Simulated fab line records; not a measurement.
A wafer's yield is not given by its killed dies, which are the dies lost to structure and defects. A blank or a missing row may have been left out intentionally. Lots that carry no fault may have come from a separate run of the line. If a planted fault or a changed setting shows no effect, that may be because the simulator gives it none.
Matching of chambers || flow n5-finfet || 4 sister chambers for N5_MOL_CONTACT_COAG_STRIP_98 on rie-diel-01
The step strips in N2/H2. 18 wafers are shown with their chamber, then 9 later ones without.

## WAFERS WITH THEIR CHAMBER
{"wafer": "L076.2", "chamber": 0, "drypump-motor-current-A (A)": 6.5, "showerhead-plenum-p-Torr (Torr)": 3.59, "throttle-valve-pct (%)": 18.59}
{"wafer": "L076.5", "chamber": 1, "drypump-motor-current-A (A)": 5.4, "showerhead-plenum-p-Torr (Torr)": 3.35, "throttle-valve-pct (%)": 19.19}
{"wafer": "L076.6", "chamber": 0, "drypump-motor-current-A (A)": 6.5, "showerhead-plenum-p-Torr (Torr)": 3.60, "throttle-valve-pct (%)": 18.64}
{"wafer": "L078.4", "chamber": 1, "drypump-motor-current-A (A)": 5.3, "showerhead-plenum-p-Torr (Torr)": 3.35, "throttle-valve-pct (%)": 19.14}
{"wafer": "L078.5", "chamber": 3, "drypump-motor-current-A (A)": 5.4, "showerhead-plenum-p-Torr (Torr)": 3.40, "throttle-valve-pct (%)": 18.81}
{"wafer": "L078.6", "chamber": 0, "drypump-motor-current-A (A)": 6.5, "showerhead-plenum-p-Torr (Torr)": 3.59, "throttle-valve-pct (%)": 18.63}
{"wafer": "L081.2", "chamber": 0, "drypump-motor-current-A (A)": 6.5, "showerhead-plenum-p-Torr (Torr)": 3.59, "throttle-valve-pct (%)": 18.67}
{"wafer": "L081.4", "chamber": 1, "drypump-motor-current-A (A)": 5.4, "showerhead-plenum-p-Torr (Torr)": 3.35, "throttle-valve-pct (%)": 19.20}
{"wafer": "L081.5", "chamber": 0, "drypump-motor-current-A (A)": 6.5, "showerhead-plenum-p-Torr (Torr)": 3.59, "throttle-valve-pct (%)": 18.63}
{"wafer": "L084.3", "chamber": 0, "drypump-motor-current-A (A)": 6.5, "showerhead-plenum-p-Torr (Torr)": 3.58, "throttle-valve-pct (%)": 18.66}
{"wafer": "L084.4", "chamber": 0, "drypump-motor-current-A (A)": 6.5, "showerhead-plenum-p-Torr (Torr)": 3.58, "throttle-valve-pct (%)": 18.63}
{"wafer": "L084.5", "chamber": 3, "drypump-motor-current-A (A)": 5.4, "showerhead-plenum-p-Torr (Torr)": 3.39, "throttle-valve-pct (%)": 18.83}
{"wafer": "L086.2", "chamber": 0, "drypump-motor-current-A (A)": 6.5, "showerhead-plenum-p-Torr (Torr)": 3.58, "throttle-valve-pct (%)": 18.68}
{"wafer": "L086.4", "chamber": 2, "drypump-motor-current-A (A)": 5.3, "showerhead-plenum-p-Torr (Torr)": 3.44, "throttle-valve-pct (%)": 18.84}
{"wafer": "L086.6", "chamber": 1, "drypump-motor-current-A (A)": 5.4, "showerhead-plenum-p-Torr (Torr)": 3.34, "throttle-valve-pct (%)": 19.20}
{"wafer": "L088.2", "chamber": 1, "drypump-motor-current-A (A)": 5.4, "showerhead-plenum-p-Torr (Torr)": 3.34, "throttle-valve-pct (%)": 19.21}
{"wafer": "L088.3", "chamber": 0, "drypump-motor-current-A (A)": 6.5, "showerhead-plenum-p-Torr (Torr)": 3.58, "throttle-valve-pct (%)": 18.67}
{"wafer": "L088.4", "chamber": 2, "drypump-motor-current-A (A)": 5.3, "showerhead-plenum-p-Torr (Torr)": 3.43, "throttle-valve-pct (%)": 18.86}

SIGNATURES, as means of the wafers listed above
{"reading": "drypump-motor-current-A", "chamber 0": 6.500, "chamber 1": 5.380, "chamber 2": 5.300, "chamber 3": 5.400, "scatter within a chamber": 0.0239}
{"reading": "showerhead-plenum-p-Torr", "chamber 0": 3.5867, "chamber 1": 3.3460, "chamber 2": 3.4350, "chamber 3": 3.3950, "scatter within a chamber": 0.00665}
{"reading": "throttle-valve-pct", "chamber 0": 18.6444, "chamber 1": 19.1880, "chamber 2": 18.8500, "chamber 3": 18.8200, "scatter within a chamber": 0.0266}
Rule: a wafer lies at a distance from a chamber equal to the root of the sum of squares, over the readings, of (its reading less the chamber's mean, divided by the reading's scatter). If the next closest chamber is less than 2 further off than the closest, the wafer can't be placed; otherwise it belongs to the closest. The scatter is the square root of a quotient: the sum, over the shown wafers, of each reading's squared deviation from its chamber's mean, divided by wafers minus chambers.

## WAFERS WITH NO CHAMBER GIVEN
{"wafer": "L090.2", "drypump-motor-current-A (A)": 5.3, "showerhead-plenum-p-Torr (Torr)": 3.43, "throttle-valve-pct (%)": 18.87}
{"wafer": "L090.3", "drypump-motor-current-A (A)": 6.5, "showerhead-plenum-p-Torr (Torr)": 3.58, "throttle-valve-pct (%)": 18.69}
{"wafer": "L090.4", "drypump-motor-current-A (A)": 6.5, "showerhead-plenum-p-Torr (Torr)": 3.58, "throttle-valve-pct (%)": 18.69}
{"wafer": "L095.2", "drypump-motor-current-A (A)": 5.4, "showerhead-plenum-p-Torr (Torr)": 3.38, "throttle-valve-pct (%)": 18.85}
{"wafer": "L095.5", "drypump-motor-current-A (A)": 5.4, "showerhead-plenum-p-Torr (Torr)": 3.38, "throttle-valve-pct (%)": 18.89}
{"wafer": "L095.6", "drypump-motor-current-A (A)": 6.5, "showerhead-plenum-p-Torr (Torr)": 3.57, "throttle-valve-pct (%)": 18.69}
{"wafer": "L096.1", "drypump-motor-current-A (A)": 5.4, "showerhead-plenum-p-Torr (Torr)": 3.33, "throttle-valve-pct (%)": 19.21}
{"wafer": "L096.4", "drypump-motor-current-A (A)": 5.4, "showerhead-plenum-p-Torr (Torr)": 3.37, "throttle-valve-pct (%)": 18.88}
{"wafer": "L096.6", "drypump-motor-current-A (A)": 5.4, "showerhead-plenum-p-Torr (Torr)": 3.37, "throttle-valve-pct (%)": 18.88}

## THE CHAMBER EACH PASSED THROUGH
{"wafer": "L090.2", "from the rows above": 2, "in truth": 2}
{"wafer": "L090.3", "from the rows above": 0, "in truth": 0}
{"wafer": "L090.4", "from the rows above": 0, "in truth": 0}
{"wafer": "L095.2", "from the rows above": 3, "in truth": 3}
{"wafer": "L095.5", "from the rows above": 3, "in truth": 3}
{"wafer": "L095.6", "from the rows above": 0, "in truth": 0}
{"wafer": "L096.1", "from the rows above": 1, "in truth": 1}
{"wafer": "L096.4", "from the rows above": 3, "in truth": 3}
{"wafer": "L096.6", "from the rows above": 3, "in truth": 3}
Correctly placed: 9 of 9. Not placeable from these rows: 0. Number placed wrongly: 0.
